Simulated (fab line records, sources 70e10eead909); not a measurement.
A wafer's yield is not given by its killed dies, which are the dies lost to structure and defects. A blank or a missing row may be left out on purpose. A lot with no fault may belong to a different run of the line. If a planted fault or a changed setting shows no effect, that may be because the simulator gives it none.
Matching of chambers ; flow nand harc ; pecvd-04 running NHARC_A_CONTACT_DEP_58: 3 sister chambers
The step deposits SiON, target thk 60 nm. 16 wafers are shown with their chamber, then 8 later ones without.

## EACH WAFER AND ITS CHAMBER
wafer;chamber;heater power w (W)
L076.1;2;681
L076.5;2;669
L076.6;0;792
L081.1;2;652
L081.2;0;783
L081.6;1;607
L077.1;0;725
L077.5;2;649
L077.6;0;728
L086.1;0;747
L086.5;2;733
L086.6;1;562
L089.1;2;746
L089.5;2;741
L089.6;0;704
L093.1;2;721

SIGNATURES, as means of the wafers listed above
reading;chamber 0;chamber 1;chamber 2;scatter within a chamber
heater power w;746.50;584.50;699.00;37.8
Rule: a wafer's distance from a chamber is the root of the sum, over the readings, of the square of ((its reading less the chamber's mean) divided by the reading's scatter). If the next closest chamber is less than 2 further off than the closest, the wafer can't be placed; otherwise it belongs to the closest. The scatter: take each reading less its chamber's mean, square it, sum over the shown wafers, divide by the number of wafers less the number of chambers, and take the root.

## WAFERS WHOSE CHAMBER IS MISSING
wafer;heater power w (W)
L093.3;792
L093.4;715
L091.1;616
L091.3;770
L091.4;747
L097.1;700
L097.2;600
L097.4;701

## WHICH CHAMBER EACH WENT THROUGH
wafer;from the rows above;in truth
L093.3;can't be placed: 0 or 2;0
L093.4;can't be placed: 2 or 0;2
L091.1;can't be placed: 1 or 2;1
L091.3;can't be placed: 0 or 2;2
L091.4;can't be placed: 0 or 2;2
L097.1;can't be placed: 2 or 0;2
L097.2;1;1
L097.4;can't be placed: 2 or 0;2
1 of 8 placed correctly. Can't be placed from these rows: 7 (the true chamber is among the candidates in 7). Number placed wrongly: 0.
